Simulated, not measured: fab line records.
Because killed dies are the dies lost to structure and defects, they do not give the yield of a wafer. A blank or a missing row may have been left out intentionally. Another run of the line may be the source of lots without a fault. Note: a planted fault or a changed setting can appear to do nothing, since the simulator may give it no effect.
fab line records	flow n5Finfet	part 1 of 2: steps 1 to 25 of 35
record lots=5	wafers=15	lastDay=17
route steps=1938 shown SD_EPI_P@312 SD_ACTIVATION@330 ILD0@335 SDB@347
lots untouched by any fault: they come from a run of this same line in which no faults occurred
startH: hours from the record's opening day to when the first of the lot's shown wafers began	waitH: how many hours have passed since the lot's step before this one	" identical to the entry in the row above	L1.1+2: a single row standing in for several wafers	- no value, or no start given	* or withheld: withheld	< > ~ a bound
route shown NAME@n: a module of which the file shows steps, and the number in the route of the first	usual: average and standard deviation across the fault-free wafers	same: alike in all rows	chamber/n: place in a boat	sites: readings site by site	_std_site: standard deviation of those values	_edge_site: the outer-site mean with the inner-site mean subtracted	radiusMm: for every site, how far away it sits from the centre of the wafer	mask NAME#n: copy n	behind: the last tool/chamber to shape the wafer	hold: the reason the lot was held/the length of the hold in hours/how it ended	device: transistor that didn't switch, given as n, p or np	end of line: tests of these same wafers at the route's end	step lacking rows: just its recipe	killed: not the wafer's yield, but the dies lost to structure and defects at the first sort	map: per-die view of a wafer (x killed, . not killed, _ where there is no die)
set.NAME: setting as actually run; set.NAME@STEP: the setting as run at that earlier step	model.NAME: the simulator's own value behind a step, which no gauge read
lots seen at some steps along the route; tables by step, rows by wafer
services: when a tool's chamber went out of use (startH, in hours from the record's first day, below 0 if earlier), for how many hours, and the reason
## steps
# step N5_SD_EPI_P_ETCH_16
# recipe chemistry=CHF3/O2	target=SiO2	targetDepthA=50	maskMaterial=SOC	pressureMtorr=30	sourceW=650	biasW=170	Ar_flow_sccm=200	CHF3_flow_sccm=50	O2_flow_sccm=5	ionEnergyEv=200
# usual CHF3_flow_sccm=50.01/0.15	biasW=170.0/0.56	drypumpMotorCurrentA=5.7/0.41	oesProductAu=0.79/0.083	rfVppV=521/6.9	showerheadPlenumPTorr=2.40/0.074	throttleValvePct=18.92/0.22
lot.wafer	tool	chamber	startH	waitH	CHF3_flow_sccm	biasW	drypumpMotorCurrentA	oesProductAu	rfHoursCounterH	rfVppV	showerheadPlenumPTorr	throttleValvePct
L078.1	rieDiel-06	2	79.30	0.1	50.01	169.8	5.6	0.71	244	527	2.47	19.28
L078.3	"	1	"	"	49.87	170.9	5.6	0.72	197	526	2.49	19.04
L078.4	"	0	"	"	50.08	170.0	5.6	0.93	14	531	2.46	18.79
L081.1	rieDiel-03	2	98.62	0.1	50.09	170.2	5.7	0.92	10	514	2.37	18.59
L081.2	"	3	"	"	50.07	169.5	5.0	0.70	243	517	2.28	19.05
L081.6	"	0	"	"	49.95	170.0	6.2	0.75	-	511	2.31	19.09
L084.1	rieDiel-04	0	114.20	0.1	50.04	169.7	5.1	0.71	225	521	2.48	19.08
L084.4	"	1	"	"	49.74	169.7	5.0	0.78	119	520	2.42	19.01
L084.6	"	3	"	"	50.00	170.5	6.3	0.80	-	531	2.42	18.77
L087.1	rieDiel-03	2	130.43	0.1	50.02	169.8	5.7	0.90	21	513	2.36	18.59
L087.5	"	2	"	"	49.85	169.8	5.7	0.90	-	513	2.36	18.61
L087.6	"	0	"	"	49.88	171.2	6.3	0.74	-	510	2.31	19.10
L090.2	rieDiel-04	3	151.28	0.1	49.98	169.8	6.3	0.79	129	529	2.41	18.79
L090.4	"	2	"	"	50.27	169.9	6.1	0.73	205	522	2.39	19.00
L090.5	"	2	"	"	49.84	169.7	6.1	0.73	-	521	2.39	18.97
# step N5_SD_EPI_P_STRIP_50
# recipe chemistry=CHF3/O2	resist=SiARC	rfFrequencyHz=6e+07
lot.wafer	tool	chamber	startH	waitH
L078.1+3+4	rieDiel-06	2,1,0	79.34	0.0
L081.1+2+6	rieDiel-03	2,3,0	98.66	0.0
L084.1+4+6	rieDiel-04	0,1,3	114.24	0.0
L087.1+5+6	rieDiel-03	2,2,0	130.47	0.0
L090.2+4+5	rieDiel-04	3,2,2	151.32	0.0
# step N5_SD_EPI_P_SD_RECESS_17
# recipe chemistry=HBr/Cl2/O2	targetDepthA=391	btTimeS=3	pressureMtorr=10	icpW=800	biasW=112	HBr_flow_sccm=150	Cl2_flow_sccm=80	O2_flow_sccm=12
# usual biasW=112.0/0.35	drypumpMotorCurrentA=6.0/0.57	oesProductAu=1.005/0.013	throttleValvePct=37.06/0.29
lot.wafer	tool	chamber	startH	waitH	biasW	drypumpMotorCurrentA	oesProductAu	rfHoursCounterH	throttleValvePct
L078.1	rieSi-03	3	79.37	0.0	112.4	6.2	1.023	150	36.74
L078.3	"	2	"	"	112.0	6.3	0.991	188	36.77
L078.4	"	0	"	"	112.1	5.5	1.001	139	37.53
L081.1	rieSi-03	2	98.69	0.0	111.9	6.3	0.990	189	36.74
L081.2	"	3	"	"	112.1	6.1	1.031	150	36.73
L081.6	"	1	"	"	112.0	4.8	1.004	-	37.55
L084.1	rieSi-05	2	114.27	0.0	112.1	6.8	0.996	101	36.81
L084.4	"	1	"	"	112.1	6.3	1.025	8	37.19
L084.6	"	0	"	"	111.9	6.5	1.007	-	37.16
L087.1	rieSi-02	1	130.50	0.0	112.1	6.2	0.984	59	36.66
L087.5	"	1	"	"	112.1	6.2	0.981	-	36.64
L087.6	"	2	"	"	112.0	5.4	0.988	-	37.17
L090.2	rieSi-02	0	151.36	0.0	112.1	5.9	1.002	100	36.80
L090.4	"	1	"	"	111.7	6.2	0.987	60	36.66
L090.5	"	2	"	"	112.1	5.4	0.994	-	37.16
# step N5_SD_EPI_P_WET_ETCH_45
# recipe chemistry=dHF	dilution=withheld	timeS=10.7	target=SiO2	targetDepthA=20	tempC=25	dry=ipaMarangoni	rinseTimeS=30	rinseTempC=23
lot.wafer	tool	chamber	startH	waitH
L078.1+3+4	wetBench-06	5,6,2	79.47	0.1
L081.1+2+6	wetBench-05	7,4,0	98.79	0.1
L084.1+4+6	wetBench-05	4,0,6	114.37	0.1
L087.1+5+6	wetBench-02	6,2,1	130.60	0.1
L090.2+4+5	wetBench-02	5,4,6	151.45	0.1
# step N5_SD_EPI_P_STRIP_40
# recipe chemistry=N2/H2	powerW=1000	tempC=250	h2Frac=0.65	overashFraction=0.3	pressureMtorr=withheld	n2FlowSccm=1750	h2FlowSccm=3250
# usual drypumpMotorCurrentA=5.75/0.18	h2FlowSccm=3251/9.1	heaterPowerW=365/26	oesProductAu=0.761/0.012
lot.wafer	tool	chamber	startH	waitH	drypumpMotorCurrentA	h2FlowSccm	heaterPowerW	oesProductAu	rfHoursCounterH
L078.1	plasmaAsher-01	0	79.52	0.0	5.42	3247	374	0.760	36
L078.3	"	0	"	"	5.43	3253	381	0.761	-
L078.4	"	1	"	"	5.81	3242	395	0.781	-
L081.1	plasmaAsher-02	0	98.84	0.0	5.92	3253	323	0.776	89
L081.2	"	1	"	"	5.71	3269	365	0.753	89
L081.6	"	0	"	"	5.95	3259	325	0.759	-
L084.1	plasmaAsher-02	1	114.42	0.0	5.71	3251	369	0.756	92
L084.4	"	1	"	"	5.72	3232	376	0.756	-
L084.6	"	1	"	"	5.72	3251	377	0.752	-
L087.1	plasmaAsher-02	1	130.65	0.0	5.69	3256	364	0.744	96
L087.5	"	1	"	"	5.72	3260	371	0.770	-
L087.6	"	0	"	"	5.95	3249	329	0.758	-
L090.2	plasmaAsher-01	1	151.50	0.0	5.83	3260	401	0.770	51
L090.4	"	1	"	"	5.85	3254	405	0.743	-
L090.5	"	1	"	"	5.84	3266	396	0.765	-
# step N5_SD_EPI_P_PRECLEAN_52
# recipe chemistry=O3/DIW	timeS=60	tempC=22	o3Ppm=10
# usual o3Ppm=10.00/0.11
lot.wafer	tool	chamber	startH	waitH	o3Ppm
L078.1	wetBench-02	7	79.60	-	10.00
L078.3	"	2	"	"	9.93
L078.4	"	1	"	"	10.00
L081.1	wetBench-06	2	98.92	-	9.85
L081.2	"	6	"	"	10.00
L081.6	"	3	"	"	9.98
L084.1	wetBench-02	0	114.51	-	10.17
L084.4	"	7	"	"	10.04
L084.6	"	2	"	"	10.12
L087.1	wetBench-05	2	130.74	-	9.83
L087.5	"	7	"	"	9.99
L087.6	"	0	"	"	10.18
L090.2	wetBench-02	7	151.59	-	9.69
L090.4	"	2	"	"	10.05
L090.5	"	6	"	"	10.08
# step N5_SD_EPI_P_SRD_20
# recipe dry=ipaMarangoni	doPpb=5	timeS=30	tempC=23	rinseLiquid=diw
lot.wafer	tool	chamber	startH	waitH
L078.1+3+4	wetBench-02	7,2,1	79.62	0.0
L081.1+2+6	wetBench-06	2,6,3	98.94	0.0
L084.1+4+6	wetBench-02	0,7,2	114.53	0.0
L087.1+5+6	wetBench-05	2,7,0	130.76	0.0
L090.2+4+5	wetBench-02	7,2,6	151.61	0.0
# step N5_SD_EPI_P_PRECLEAN_51
# recipe chemistry=NF3:NH3	afsCycles=1	tempC=30	timeS=20	sublimationTempC=180	sublimationTimeS=60	pressureTorr=3	rfPowerW=30
# usual sublimationTempC=180.00/0.14
# same sublimationTimeS=60
lot.wafer	tool	chamber	startH	waitH	sublimationTempC
L078.1	epiRpcvd-02	0	79.67	0.0	180.05
L078.3	"	0	"	"	180.28
L078.4	"	0	"	"	179.86
L081.1	epiRpcvd-04	0	98.99	0.0	179.99
L081.2	"	0	"	"	179.97
L081.6	"	0	"	"	179.94
L084.1	epiRpcvd-01	0	114.58	0.0	179.80
L084.4	"	0	"	"	180.01
L084.6	"	0	"	"	179.98
L087.1	epiRpcvd-04	0	130.81	0.0	179.89
L087.5	"	0	"	"	180.15
L087.6	"	0	"	"	179.99
L090.2	epiRpcvd-01	0	151.69	0.1	179.91
L090.4	"	0	"	"	179.97
L090.5	"	0	"	"	179.72
# step N5_SD_EPI_P_VAPOR_ETCH_44
# recipe chemistry=NF3/Ar	target=SiGe30	tempC=25	timeS=3.3	mode=isotropic
lot.wafer	tool	chamber	startH	waitH
L078.1+3+4	epiRpcvd-02	0	79.85	0.1
L081.1+2+6	epiRpcvd-04	0	99.23	0.2
L084.1+4+6	epiRpcvd-01	0	114.76	0.1
L087.1+5+6	epiRpcvd-04	0	130.99	0.1
L090.2+4+5	epiRpcvd-01	0	151.87	0.1
# step N5_SD_EPI_P_EPI_21
# recipe material=SiGe:B	dopant=B	tempC=550	pressureTorr=20	ambient=H2	timeS=355
lot.wafer	tool	chamber	startH	waitH
L078.1+3+4	epiRpcvd-02	0	80.03	0.1
L081.1+2+6	epiRpcvd-04	0	99.47	0.2
L084.1+4+6	epiRpcvd-01	0	114.94	0.1
L087.1+5+6	epiRpcvd-04	0	131.17	0.1
L090.2+4+5	epiRpcvd-01	0	152.38	0.5
# step N5_SD_EPI_P_EPI_MEAS_23
# recipe mode=xrd
# usual thkNm=60.8/1.2
lot.wafer	tool	chamber	startH	waitH	thkNm
L078.1	filmMetro-01	-	82.23	1.8	60.2
L078.3	"	-	"	"	60.4
L078.4	"	-	"	"	61.9
L081.1	filmMetro-02	-	102.39	2.4	62.4
L081.2	"	-	"	"	61.7
L081.6	"	-	"	"	60.7
L084.1	filmMetro-02	-	117.13	1.8	60.4
L084.4	"	-	"	"	60.6
L084.6	"	-	"	"	61.1
L087.1	filmMetro-02	-	133.37	1.8	61.5
L087.5	"	-	"	"	60.3
L087.6	"	-	"	"	61.5
L090.2	filmMetro-01	-	154.22	1.5	59.0
L090.4	"	-	"	"	60.7
L090.5	"	-	"	"	60.8
# step N5_SD_EPI_P_HM_STRIP_48
# recipe chemistry=H3PO4	tempC=160	material=SiNx	target=SiNx	targetDepthA=30	overetchFraction=0.3
lot.wafer	tool	chamber	startH	waitH
L078.1+3+4	wetBench-02	5,4,2	82.27	0.0
L081.1+2+6	wetBench-05	0,5,2	102.42	0.0
L084.1+4+6	wetBench-02	6,5,4	117.17	0.0
L087.1+5+6	wetBench-02	5,0,4	133.41	0.0
L090.2+4+5	wetBench-02	3,1,6	154.25	0.0
# step N5_SD_EPI_P_SRD_49
# recipe dry=ipaMarangoni	timeS=30	tempC=23	rinseLiquid=diw
lot.wafer	tool	chamber	startH	waitH
L078.1+3+4	wetBench-02	5,4,2	82.32	0.0
L081.1+2+6	wetBench-05	0,5,2	102.47	0.0
L084.1+4+6	wetBench-02	6,5,4	117.22	0.0
L087.1+5+6	wetBench-02	5,0,4	133.46	0.0
L090.2+4+5	wetBench-02	3,1,6	154.30	0.0
# step N5_SD_EPI_P_PRECLEAN_24
# recipe chemistry=O3/DIW	timeS=45	tempC=22	o3Ppm=10
# usual o3Ppm=10.00/0.098
lot.wafer	tool	chamber	startH	waitH	o3Ppm
L078.1	wetBench-02	5	82.34	0.0	10.10
L078.3	"	4	"	"	10.03
L078.4	"	2	"	"	9.90
L081.1	wetBench-05	0	102.49	0.0	10.01
L081.2	"	5	"	"	9.97
L081.6	"	2	"	"	10.04
L084.1	wetBench-02	6	117.24	0.0	10.05
L084.4	"	5	"	"	10.04
L084.6	"	4	"	"	10.10
L087.1	wetBench-02	5	133.48	0.0	10.02
L087.5	"	0	"	"	9.98
L087.6	"	4	"	"	9.90
L090.2	wetBench-02	3	154.32	0.0	9.91
L090.4	"	1	"	"	10.06
L090.5	"	6	"	"	10.01
# step N5_SD_EPI_P_PRECLEAN_32
# recipe chemistry=dHF	timeS=10	dilution=500:1	tempC=25
lot.wafer	tool	chamber	startH	waitH
L078.1+3+4	wetBench-02	5,4,2	82.35	0.0
L081.1+2+6	wetBench-05	0,5,2	102.51	0.0
L084.1+4+6	wetBench-02	6,5,4	117.25	0.0
L087.1+5+6	wetBench-02	5,0,4	133.49	0.0
L090.2+4+5	wetBench-02	3,1,6	154.33	0.0
# step N5_SD_EPI_P_PRECLEAN_33
# recipe chemistry=SC2	timeS=45	tempC=35	mix=1:1:50
lot.wafer	tool	chamber	startH	waitH
L078.1+3+4	wetBench-02	5,4,2	82.35	0.0
L081.1+2+6	wetBench-05	0,5,2	102.51	0.0
L084.1+4+6	wetBench-02	6,5,4	117.25	0.0
L087.1+5+6	wetBench-02	5,0,4	133.49	0.0
L090.2+4+5	wetBench-02	3,1,6	154.34	0.0
# step N5_SD_EPI_P_SRD_25
# recipe timeS=30	tempC=23	rinseLiquid=diw	dry=ipaMarangoni
lot.wafer	tool	chamber	startH	waitH
L078.1+3+4	wetBench-02	5,4,2	82.36	0.0
L081.1+2+6	wetBench-05	0,5,2	102.52	0.0
L084.1+4+6	wetBench-02	6,5,4	117.26	0.0
L087.1+5+6	wetBench-02	5,0,4	133.50	0.0
L090.2+4+5	wetBench-02	3,1,6	154.35	0.0
# step N5_SD_EPI_P_INSPECT_26
# recipe inspectInstrument=darkfield	mode=postEpi
# usual rawDefectCount=178/36
lot.wafer	tool	chamber	startH	waitH	rawDefectCount
L078.1	defectInspect-01	-	82.40	0.0	151
L078.3	"	-	"	"	152
L078.4	"	-	"	"	158
L081.1	defectInspect-02	-	102.56	0.0	190
L081.2	"	-	"	"	134
L081.6	"	-	"	"	194
L084.1	defectInspect-02	-	117.30	0.0	204
L084.4	"	-	"	"	150
L084.6	"	-	"	"	151
L087.1	defectInspect-01	-	133.54	0.0	176
L087.5	"	-	"	"	208
L087.6	"	-	"	"	162
L090.2	defectInspect-01	-	154.39	0.0	131
L090.4	"	-	"	"	174
L090.5	"	-	"	"	253
# step N5_SD_ACTIVATION_RTA_00
# recipe tempC=975	timeS=0	ambient=N2	idleTempC=600	rampUpCPerS=150	rampDownCPerS=60	coolToC=600
# usual lampPowerPct=8.96/0.056	lamp_zone_5_pct=8.952/0.025	wafer_temp_C_max=975.0/1.8
lot.wafer	tool	chamber	startH	waitH	lampPowerPct	lamp_zone_5_pct	wafer_temp_C_max
L078.1	rtpAnneal-01	0	82.48	0.1	8.94	8.970	975.4
L078.3	"	0	"	"	9.01	8.910	976.2
L078.4	"	0	"	"	8.86	8.978	975.9
L081.1	rtpAnneal-01	0	102.59	0.0	9.03	8.976	973.0
L081.2	"	0	"	"	9.01	8.970	975.4
L081.6	"	0	"	"	9.00	8.958	973.3
L084.1	rtpAnneal-02	0	117.51	0.2	9.08	8.933	974.4
L084.4	"	0	"	"	8.97	8.985	975.1
L084.6	"	0	"	"	8.98	8.949	975.6
L087.1	rtpAnneal-01	0	133.61	0.1	8.93	8.963	974.1
L087.5	"	0	"	"	8.91	8.970	979.5
L087.6	"	0	"	"	8.95	8.944	974.9
L090.2	rtpAnneal-01	0	154.45	0.1	8.94	8.920	973.2
L090.4	"	0	"	"	8.98	8.939	974.4
L090.5	"	0	"	"	9.01	8.972	973.0
# step N5_SD_ACTIVATION_LSA_01
# recipe tempC=1080	timeS=0.0008	ambient=N2
# usual wafer_temp_C_max=1083.3/0.66
lot.wafer	tool	chamber	startH	waitH	wafer_temp_C_max
L078.1	laserAnneal-02	0	82.68	0.2	1083.6
L078.3	"	0	"	"	1084.1
L078.4	"	0	"	"	1083.4
L081.1	laserAnneal-01	0	102.79	0.2	1084.1
L081.2	"	0	"	"	1083.1
L081.6	"	0	"	"	1082.5
L084.1	laserAnneal-01	0	117.73	0.2	1082.4
L084.4	"	0	"	"	1082.6
L084.6	"	0	"	"	1082.1
L087.1	laserAnneal-02	0	133.81	0.2	1083.9
L087.5	"	0	"	"	1083.2
L087.6	"	0	"	"	1083.1
L090.2	laserAnneal-01	0	154.65	0.2	1082.6
L090.4	"	0	"	"	1083.9
L090.5	"	0	"	"	1083.3
# step N5_SD_ACTIVATION_RS_MEAS_03
# recipe thkMeasGauge=four-point-probe
# usual RS_SD_N=22.0/0.31	RS_SD_P=56.0/0.83
lot.wafer	tool	chamber	startH	waitH	RS_SD_N[ohm/sq]	RS_SD_P[ohm/sq]
L078.1	filmMetro-01	-	82.88	0.2	22.1	56.7
L078.3	"	-	"	"	22.1	56.0
L078.4	"	-	"	"	22.1	56.1
L081.1	filmMetro-02	-	102.99	0.2	22.1	54.4
L081.2	"	-	"	"	22.3	54.8
L081.6	"	-	"	"	22.5	55.2
L084.1	filmMetro-01	-	117.93	0.2	21.6	56.7
L084.4	"	-	"	"	21.9	57.3
L084.6	"	-	"	"	21.6	56.5
L087.1	filmMetro-01	-	134.01	0.2	21.9	54.6
L087.5	"	-	"	"	21.7	55.5
L087.6	"	-	"	"	22.2	56.2
L090.2	filmMetro-02	-	154.84	0.2	22.1	56.3
L090.4	"	-	"	"	22.4	55.5
L090.5	"	-	"	"	22.1	55.7
# step N5_SD_ACTIVATION_INSPECT_02
# recipe inspectInstrument=darkfield	mode=postAnneal
# usual rawDefectCount=177/37
lot.wafer	tool	chamber	startH	waitH	rawDefectCount
L078.1	defectInspect-01	-	83.20	0.2	159
L078.3	"	-	"	"	151
L078.4	"	-	"	"	151
L081.1	defectInspect-02	-	103.32	0.2	187
L081.2	"	-	"	"	133
L081.6	"	-	"	"	180
L084.1	defectInspect-02	-	118.25	0.2	204
L084.4	"	-	"	"	165
L084.6	"	-	"	"	159
L087.1	defectInspect-01	-	134.33	0.2	168
L087.5	"	-	"	"	205
L087.6	"	-	"	"	156
L090.2	defectInspect-01	-	155.14	0.1	122
L090.4	"	-	"	"	191
L090.5	"	-	"	"	260
# step N5_ILD0_LINER_00
# recipe material=SiNx	targetThkA=40	tempC=400	aldPrecursorFamily=SiH2I2	aldCoReactant=N2/H2-plasma	pulseTimeS=1	purgeTimeS=2	coReactantPurgeTimeS=2	aldCycles=80	pressureTorr=2
# usual heaterPowerW=845/69	precursorPulseHeightRel=1.001/0.02
lot.wafer	tool	chamber	startH	waitH	heaterPowerW	precursorPulseHeightRel
L078.1	aldSin-01	0	83.44	0.2	809	1.028
L078.3	"	3	"	"	853	1.015
L078.4	"	2	"	"	990	0.982
L081.1	aldSin-02	3	104.06	0.7	814	1.006
L081.2	"	2	"	"	811	1.040
L081.6	"	0	"	"	817	1.015
L084.1	aldSin-01	0	118.43	0.2	812	1.001
L084.4	"	2	"	"	967	0.982
L084.6	"	2	"	"	965	1.017
L087.1	aldSin-03	3	134.37	0.0	828	0.956
L087.5	"	1	"	"	735	1.001
L087.6	"	2	"	"	939	1.037
L090.2	aldSin-03	0	155.23	0.1	770	1.008
L090.4	"	1	"	"	748	0.995
L090.5	"	2	"	"	909	1.012
# step N5_ILD0_FCVD_FILL_01
# recipe material=SiO2_flowable	targetThkA=2000	tempC=100	pressureTorr=0.8	rfW=2000	timeS=328.3
# usual tsaFlowSccm=59.96/0.17
lot.wafer	tool	chamber	startH	waitH	tsaFlowSccm
L078.1	fcvd-02	1	83.86	0.2	60.11
L078.3	"	1	"	"	60.28
L078.4	"	0	"	"	60.02
L081.1	fcvd-02	0	104.47	0.2	60.20
L081.2	"	1	"	"	59.90
L081.6	"	0	"	"	59.95
L084.1	fcvd-02	1	118.85	0.2	59.80
L084.4	"	1	"	"	59.92
L084.6	"	1	"	"	60.08
L087.1	fcvd-02	1	134.79	0.2	59.94
L087.5	"	0	"	"	59.57
L087.6	"	1	"	"	59.87
L090.2	fcvd-02	0	155.65	0.2	60.03
L090.4	"	1	"	"	59.89
L090.5	"	0	"	"	60.09
# step N5_ILD0_CURE_02
# recipe tempC=450	timeS=1800	ambient=steam	idleTempC=400	rampUpCPerMin=5	rampDownCPerMin=3	densificationPH2oTorr=640
lot.wafer	tool	chamber	startH	waitH
L078.1+3+4	furnace-03	0	84.25	0.3
L081.1+2+6	furnace-03	0	104.87	0.3
L084.1+4+6	furnace-03	0	119.24	0.3
L087.1+5+6	furnace-02	0	135.18	0.3
L090.2+4+5	furnace-02	0	156.04	0.3
